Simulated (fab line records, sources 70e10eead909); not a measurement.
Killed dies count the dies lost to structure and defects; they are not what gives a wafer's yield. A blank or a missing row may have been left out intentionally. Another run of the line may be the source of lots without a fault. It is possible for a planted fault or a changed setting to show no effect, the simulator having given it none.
Chamber matching | flow nand-harc | NHARC_A_CONTACT_ETCH_90 on rie-diel-13: 4 sister chambers
The step etches the open film in CH3F/O2, target depth 40 nm, time 85.7 s. 4 wafers are shown with their chamber, then 12 later ones without.

== EACH WAFER AND ITS CHAMBER ==
wafer  | chamber | showerhead-plenum-p-Torr (Torr)
L084.2 | 1       | 2.35
L084.5 | 3       | 2.51
L085.4 | 2       | 2.36
L085.6 | 0       | 2.33

== WAFERS MISSING THEIR CHAMBER ==
wafer  | showerhead-plenum-p-Torr (Torr)
L083.1 | 2.36
L083.3 | 2.51
L083.6 | 2.33
L091.1 | 2.51
L091.3 | 2.32
L091.4 | 2.35
L094.4 | 2.32
L094.5 | 2.35
L094.6 | 2.34
L096.3 | 2.32
L096.4 | 2.34
L096.6 | 2.32

== THE CHAMBER EACH PASSED THROUGH ==
wafer  | from the rows above          | in truth
L083.1 | can't be placed: 2 or 1      | 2
L083.3 | 3                            | 3
L083.6 | 0                            | 0
L091.1 | 3                            | 3
L091.3 | 0                            | 0
L091.4 | can't be placed: 1 or 2      | 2
L094.4 | 0                            | 0
L094.5 | can't be placed: 1 or 2      | 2
L094.6 | can't be placed: 0 or 1 or 2 | 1
L096.3 | 0                            | 0
L096.4 | can't be placed: 0 or 1 or 2 | 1
L096.6 | 0                            | 0
Placed correctly: 7 of 12. From these rows, 5 cannot be placed; in 5 the true chamber is one of the candidates. Number placed wrongly: 0.
How it was worked out, from the rows above alone: a wafer's distance from a chamber is the root of the sum, over the readings, of the square of ((its reading less the chamber's mean) divided by the reading's scatter). If the next closest chamber is less than 2 further off than the closest, the wafer can't be placed; otherwise it belongs to the closest. For every chamber, the mean is computed from those of its wafers that are shown. The scatter: with one shown wafer a chamber, the root of the mean of the squares of how far each hidden wafer lies from its nearest shown one.
